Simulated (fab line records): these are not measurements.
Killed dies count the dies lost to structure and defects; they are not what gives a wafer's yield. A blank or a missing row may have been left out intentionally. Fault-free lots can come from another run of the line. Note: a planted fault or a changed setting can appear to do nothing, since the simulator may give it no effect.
fab line records | flow n5Finfet
[record] lots = 10 wafers = 30 lastDay = 20
route steps=1938 shown BEOL_M14@1751 BEOL_M15@1774
lots that met no fault: taken from a fault-free run of the same line
startH: hours from the record's opening day to when the first of the lot's shown wafers began | waitH: hours from the lot's prior step to this one | " same as the row above | L1.1+2: several wafers, shown together as one row | - no value, or no start given | * or withheld: withheld | < > ~ a bound
route shown NAME@n: names a module that has steps shown in the file, with the first one's number in the route | usual: the fault-free wafers' mean and standard deviation | same: alike in all rows | chamber/n: place in a boat | sites: per-site readings | _std_site: their standard deviation | _edge_site: inner sites' mean taken away from outer sites' mean | radiusMm: how far each site lies from the wafer's centre | mask NAME#n: copy n | behind: the last tool/chamber to shape the wafer | hold: why the lot went on hold/how many hours it stayed there/how the hold came to an end | device: the n, p or np transistor that did not switch | end of line: tests run on the same wafers once the route is complete | step lacking rows: just its recipe | killed: count of dies lost to structure and defects at first sort (not the wafer's yield) | map: dies across one wafer; x = killed, . = not, _ = none there
set.NAME: the setting the step ran with; set.NAME@STEP: the setting that earlier step ran with | model.NAME: the simulator's own value behind a step, which no gauge read
one table for each step of the route and one row for each wafer, over a sample of lots
services: the hour from which a tool's chamber was out of use, counted from the record's first day as startH (under 0 if before that day), plus the number of hours and why
[[steps]]
[step N5_BEOL_M14_ETCH_68]
[recipe] chemistry = N2/H2 target = SOC maskMaterial = SiARC sourceW = 3000 biasW = 350 tempC = 40 timeS = 450 ionEnergyEv = 200 pressureMtorr = 30 n2FlowSccm = 200 h2FlowSccm = 200
[usual] drypumpMotorCurrentA = 5.8/0.43 oesProductAu = 0.81/0.098 rfVppV = 523.5/1.7 showerheadPlenumPTorr = 2.53/0.053 tempC = 40.00/0.12 throttleValvePct = 17.66/0.25
// columns lot.wafer tool chamber startH waitH drypumpMotorCurrentA oesProductAu rfHoursCounterH rfVppV showerheadPlenumPTorr tempC throttleValvePct
L276.2 rieDiel-02 3 314.29 0.1 5.8 0.93 18 523.7 2.60 40.01 17.64
L276.4 " 0 " " 6.3 0.79 117 524.3 2.55 39.84 17.74
L276.6 " 1 " " 5.7 0.69 - 522.0 2.52 40.12 17.96
L277.1 rieDiel-04 3 322.25 0.1 5.3 0.94 14 525.0 2.60 40.05 17.63
L277.4 " 2 " " 6.3 0.70 237 524.1 2.50 39.92 17.82
L277.6 " 3 " " 5.3 0.94 - 524.7 2.60 40.12 17.63
L282.1 rieDiel-05 1 350.82 0.1 6.3 0.79 100 521.3 2.46 39.97 17.47
L282.3 " 0 " " 6.1 0.70 193 523.8 2.52 39.88 17.89
L282.4 " 3 " " 5.5 0.69 - 526.1 2.62 40.08 17.82
L283.3 rieDiel-02 2 358.89 0.1 4.9 0.68 234 523.7 2.51 39.99 18.19
L283.5 " 0 " " 6.2 0.78 - 525.2 2.54 39.99 17.77
L283.6 " 1 " " 5.7 0.69 - 521.5 2.51 40.03 18.00
L293.2 rieDiel-05 2 375.89 0.1 5.7 0.96 7 523.7 2.50 40.15 17.24
L293.3 " 3 " " 5.5 0.69 242 525.8 2.61 39.93 17.85
L293.4 " 0 " " 6.1 0.70 204 524.0 2.52 40.16 17.88
L289.3 rieDiel-04 1 388.19 0.1 5.3 0.90 28 526.9 2.60 40.16 17.41
L289.5 " 1 " " 5.3 0.89 - 524.5 2.60 40.15 17.42
L289.6 " 0 " " 6.0 0.86 - 519.9 2.48 39.98 17.46
L288.3 rieDiel-05 2 395.19 0.1 5.7 0.93 14 522.4 2.49 40.12 17.25
L288.4 " 1 " " 6.3 0.77 117 521.4 2.45 40.01 17.48
L288.6 " 2 " " 5.7 0.92 - 522.8 2.49 39.99 17.26
L290.2 rieDiel-04 0 397.65 0.1 6.0 0.84 50 521.4 2.48 40.06 17.46
L290.4 " 2 " " 6.2 0.96 - 522.7 2.49 40.05 17.44
L290.5 " 1 " " 5.4 0.89 - 525.2 2.60 40.05 17.43
L295.1 rieDiel-04 3 452.74 0.1 5.3 0.86 57 525.4 2.58 39.91 17.73
L295.2 " 1 " " 5.4 0.86 51 524.0 2.59 39.94 17.45
L295.6 " 2 " " 6.2 0.92 - 522.6 2.49 39.91 17.45
L296.1 rieDiel-04 1 457.12 0.1 5.3 0.85 53 525.8 2.59 39.98 17.46
L296.4 " 0 " " 6.0 0.82 69 521.8 2.48 39.98 17.49
L296.6 " 3 " " 5.3 0.86 - 524.8 2.58 40.18 17.71
[step N5_BEOL_M14_STRIP_37]
[recipe] chemistry = O2 powerW = 600 tempC = 60 pressureMtorr = 30 rfFrequencyHz = 6e+07 biasPowerW = 0 overashFraction = 0.3 o2FlowSccm = 225
[usual] chamberPressureMTorr = 30.00/0.056 drypumpMotorCurrentA = 5.8/0.42 o2FlowSccm = 225.0/0.72 oesProductAu = 0.80/0.1 rfVppV = 3.7/1 showerheadPlenumPTorr = 2.08/0.04 tempC = 59.99/0.12 throttleValvePct = 16.57/0.24
// columns lot.wafer tool chamber startH waitH chamberPressureMTorr drypumpMotorCurrentA o2FlowSccm oesProductAu rfHoursCounterH rfVppV showerheadPlenumPTorr tempC throttleValvePct
L276.2 rieDiel-04 3 316.38 1.7 30.05 5.3 226.4 0.94 11 4.5 2.14 59.96 16.45
L276.4 " 0 " " 30.00 6.0 224.7 0.90 18 4.7 2.06 60.09 16.21
L276.6 " 1 " " 30.03 5.3 225.5 0.98 - 3.5 2.14 60.03 16.19
L277.1 rieDiel-05 2 323.04 0.4 30.02 5.7 224.3 0.68 248 4.0 2.07 59.90 16.67
L277.4 " 1 " " 30.02 6.3 224.0 0.79 87 4.5 2.03 59.99 16.44
L277.6 " 0 " " 29.98 6.1 224.8 0.70 - 3.1 2.09 60.08 16.78
L282.1 rieDiel-05 0 351.33 0.1 29.99 6.1 225.8 0.70 194 2.5 2.08 60.00 16.80
L282.3 " 3 " " 29.99 5.5 224.3 0.70 232 3.6 2.15 59.87 16.71
L282.4 " 3 " " 29.98 5.5 224.2 0.69 - 4.4 2.15 59.89 16.71
L283.3 rieDiel-02 2 363.92 4.6 29.95 4.9 224.2 0.68 236 3.3 2.07 60.03 17.09
L283.5 " 0 " " 29.92 6.2 224.9 0.78 - 4.3 2.11 60.18 16.72
L283.6 " 1 " " 30.07 5.7 223.6 0.67 - 4.6 2.05 59.86 16.86
L293.2 rieDiel-05 0 379.91 3.6 30.01 6.1 225.7 0.69 206 5.5 2.08 60.04 16.85
L293.3 " 2 " " 30.04 5.7 225.1 0.93 9 3.1 2.07 60.15 16.23
L293.4 " 1 " " 30.03 6.3 224.2 0.79 112 3.8 2.03 59.98 16.51
L289.3 rieDiel-02 3 388.69 0.1 29.99 5.8 225.7 0.87 45 4.3 2.12 59.92 16.47
L289.5 " 0 " " 29.97 6.3 225.1 0.77 - 3.6 2.10 59.89 16.74
L289.6 " 3 " " 29.97 5.8 224.6 0.85 - 3.9 2.12 59.85 16.45
L288.3 rieDiel-02 0 397.28 1.7 30.00 6.2 224.4 0.77 146 2.6 2.10 60.07 16.73
L288.4 " 3 " " 30.04 5.8 224.8 0.87 - 2.9 2.12 60.05 16.49
L288.6 " 0 " " 30.08 6.2 224.3 0.76 - 4.6 2.10 59.74 16.73
L290.2 rieDiel-05 2 400.11 2.0 29.89 5.7 224.3 0.92 15 3.1 2.06 59.97 16.22
L290.4 " 0 " " 30.02 6.2 226.0 0.68 212 2.8 2.07 60.06 16.86
L290.5 " 1 " " 29.97 6.3 225.1 0.77 - 5.5 2.02 60.06 16.56
L295.1 rieDiel-02 0 454.46 1.3 30.05 6.2 226.2 0.74 170 3.6 2.09 59.89 16.78
L295.2 " 3 " " 29.91 5.8 225.1 0.84 72 3.8 2.11 59.94 16.52
L295.6 " 3 " " 29.97 5.8 225.4 0.85 - 3.0 2.11 60.15 16.50
L296.1 rieDiel-05 2 458.51 1.0 30.10 5.7 224.4 0.87 39 5.7 2.05 60.01 16.27
L296.4 " 0 " " 30.08 6.1 225.5 0.67 236 1.9 2.07 60.07 16.90
L296.6 " 0 " " 30.00 6.2 225.5 0.66 - 4.6 2.07 60.06 16.89
[step N5_BEOL_M15_THK_MEAS_01]
[recipe] reads = SiO2_of_BEOL_M15_ILD_DEP_00
[usual] M15_ILD_THK = 1618/25
// columns lot.wafer tool chamber startH waitH M15_ILD_THK[nm]
L276.2 filmMetro-01 - 319.22 0.3 1568
L276.4 " - " " 1625
L276.6 " - " " 1621
L277.1 filmMetro-01 - 325.64 0.2 1618
L277.4 " - " " 1646
L277.6 " - " " 1659
L282.1 filmMetro-01 - 353.32 0.1 1606
L282.3 " - " " 1639
L282.4 " - " " 1675
L283.3 filmMetro-01 - 365.80 0.1 1603
L283.5 " - " " 1656
L283.6 " - " " 1623
L293.2 filmMetro-01 - 382.70 0.1 1589
L293.3 " - " " 1574
L293.4 " - " " 1615
L289.3 filmMetro-02 - 392.28 0.1 1604
L289.5 " - " " 1592
L289.6 " - " " 1605
L288.3 filmMetro-01 - 400.03 0.1 1620
L288.4 " - " " 1617
L288.6 " - " " 1654
L290.2 filmMetro-02 - 402.44 0.2 1581
L290.4 " - " " 1599
L290.5 " - " " 1649
L295.1 filmMetro-02 - 456.47 0.1 1572
L295.2 " - " " 1580
L295.6 " - " " 1604
L296.1 filmMetro-02 - 460.49 0.1 1580
L296.4 " - " " 1624
L296.6 " - " " 1616
[step N5_BEOL_M15_STRIP_63]
[recipe] chemistry = O2 powerW = 600 tempC = 60 pressureMtorr = 30 rfFrequencyHz = 6e+07 biasPowerW = 0 overashFraction = 0.3 o2FlowSccm = 225
[usual] chamberPressureMTorr = 30.00/0.037 drypumpMotorCurrentA = 5.8/0.54 o2FlowSccm = 225.1/0.62 oesProductAu = 0.77/0.075 rfVppV = 3.6/0.72 showerheadPlenumPTorr = 2.09/0.065 tempC = 60.00/0.11 throttleValvePct = 16.78/0.19
// columns lot.wafer tool chamber startH waitH chamberPressureMTorr drypumpMotorCurrentA o2FlowSccm oesProductAu rfHoursCounterH rfVppV showerheadPlenumPTorr tempC throttleValvePct
L276.2 rieDiel-03 1 320 - 29.95 6.1 226.9 0.71 187 2.5 2.00 59.94 16.42
L276.4 " 3 " " 30.00 5.4 225.0 0.83 77 4.9 2.12 59.97 16.75
L276.6 " 2 " " 29.97 5.0 225.5 0.73 - 3.9 2.17 60.06 16.77
L277.1 rieDiel-03 0 326 - 30.00 5.5 225.3 0.71 234 3.4 2.07 59.97 17.02
L277.4 " 2 " " 29.99 5.0 224.7 0.73 185 3.9 2.17 59.92 16.76
L277.6 " 2 " " 30.00 5.0 225.2 0.73 - 3.8 2.17 60.05 16.80
L282.1 rieDiel-01 1 354 - 30.00 6.2 225.0 0.71 197 4.4 2.09 59.93 16.86
L282.3 " 3 " " 29.99 6.0 224.3 0.85 59 3.2 2.04 60.01 16.78
L282.4 " 0 " " 29.96 6.6 224.9 0.75 146 5.1 2.02 60.16 17.11
L283.3 rieDiel-01 0 366 - 30.06 6.6 225.3 0.76 149 4.5 2.02 59.98 17.08
L283.5 " 3 " " 30.09 6.0 225.1 0.85 - 4.9 2.04 60.21 16.77
L283.6 " 2 " " 29.99 6.4 225.1 0.82 - 4.0 2.20 59.89 16.84
L293.2 rieDiel-03 2 383 - 20.96 5.0 224.5 0.72 201 3.3 2.16 59.84 16.80
L293.3 " 3 " " 20.97 5.4 224.0 0.81 96 2.2 2.12 60.12 16.78
L293.4 " 0 " " 21.02 5.5 226.1 0.68 250 5.9 2.07 60.07 17.05
L289.3 rieDiel-03 1 393 - 20.99 6.1 225.0 0.69 209 4.4 1.99 60.05 16.48
L289.5 " 2 " " 20.98 5.0 223.9 0.72 - 3.9 2.16 60.00 16.81
L289.6 " 3 " " 20.98 5.4 225.0 0.81 - 4.0 2.12 60.15 16.82
L288.3 rieDiel-01 2 401 - 29.99 6.5 224.0 0.81 82 4.0 2.20 59.90 16.84
L288.4 " 3 " " 29.94 6.0 225.1 0.85 72 3.8 2.04 59.77 16.80
L288.6 " 1 " " 29.96 6.3 225.2 0.71 - 3.3 2.09 60.00 16.85
L290.2 rieDiel-03 3 403 - 20.92 5.3 225.1 0.81 103 3.9 2.11 60.07 16.82
L290.4 " 2 " " 21.05 5.0 225.1 0.71 209 3.5 2.16 59.93 16.81
L290.5 " 3 " " 21.05 5.4 226.4 0.80 - 4.3 2.11 60.11 16.81
L295.1 rieDiel-06 0 457 - 29.98 6.4 224.1 0.84 48 4.6 2.14 59.96 16.75
L295.2 " 3 " " 29.99 5.2 225.9 0.74 136 3.5 2.11 59.74 17.05
L295.6 " 3 " " 30.06 5.2 225.2 0.75 - 3.2 2.11 59.76 17.06
L296.1 rieDiel-06 1 461 - 30.00 5.2 223.5 0.85 65 3.1 2.13 59.75 16.54
L296.4 " 3 " " 30.04 5.2 225.8 0.73 137 3.1 2.11 59.95 17.05
L296.6 " 1 " " 30.01 5.2 224.7 0.86 - 3.5 2.13 60.06 16.57
[[services]]
// columns tool chamber startH hours kind
rieDiel-04 1 290.93 - clean
rieDiel-03 - 293.56 16.0 repair
rieDiel-05 1 302.74 4.3 repair
rieDiel-02 2 303.28 3.9 repair
rieDiel-05 2 328.20 - clean
rieDiel-05 2 328.20 - consumableReplace:focusRing
rieDiel-05 2 328.20 26.1 scheduledDown
rieDiel-05 2 328.20 26.1 ventCycle
rieDiel-02 2 364.20 19.8 repair
rieDiel-02 1 387.70 4.1 repair
rieDiel-04 3 393.95 5.8 repair
rieDiel-05 3 400.28 - clean
rieDiel-05 3 400.28 - consumableReplace:focusRing
rieDiel-05 3 400.28 20.2 scheduledDown
rieDiel-05 3 400.28 20.2 ventCycle
rieDiel-04 0 402.36 3.0 repair
rieDiel-03 - 403.77 0.4 repair
rieDiel-02 - 419.96 0.5 repair
rieDiel-06 1 422.60 4.8 repair
rieDiel-02 - 438.94 0.8 repair
rieDiel-06 3 441.09 5.5 repair
rieDiel-02 1 453.70 15.3 repair
rieDiel-02 - 455.48 15.6 pm
rieDiel-04 2 460.06 16.1 repair
[[key]]
[firstSign] step = N5_BEOL_M15_STRIP_63 reading = chamberPressureMTorr direction = down sigmas = 99+ usual = * struck = *
effect none on later readings
metAt N5_BEOL_M15_STRIP_63
struckLots L289,L290,L293
notActingAt N5_BEOL_M14_ETCH_68,N5_BEOL_M14_STRIP_37,N5_BEOL_M15_THK_MEAS_01
onsetBetween 326 383
[fault] kind = processParameterDrift tool = rieDiel-03 chamber = - onsetH = 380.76 steps = N5_BEOL_M15_STRIP_63 channel = pressureMtorr offset = * shape = step endH = 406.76 actsIn = * stated = *
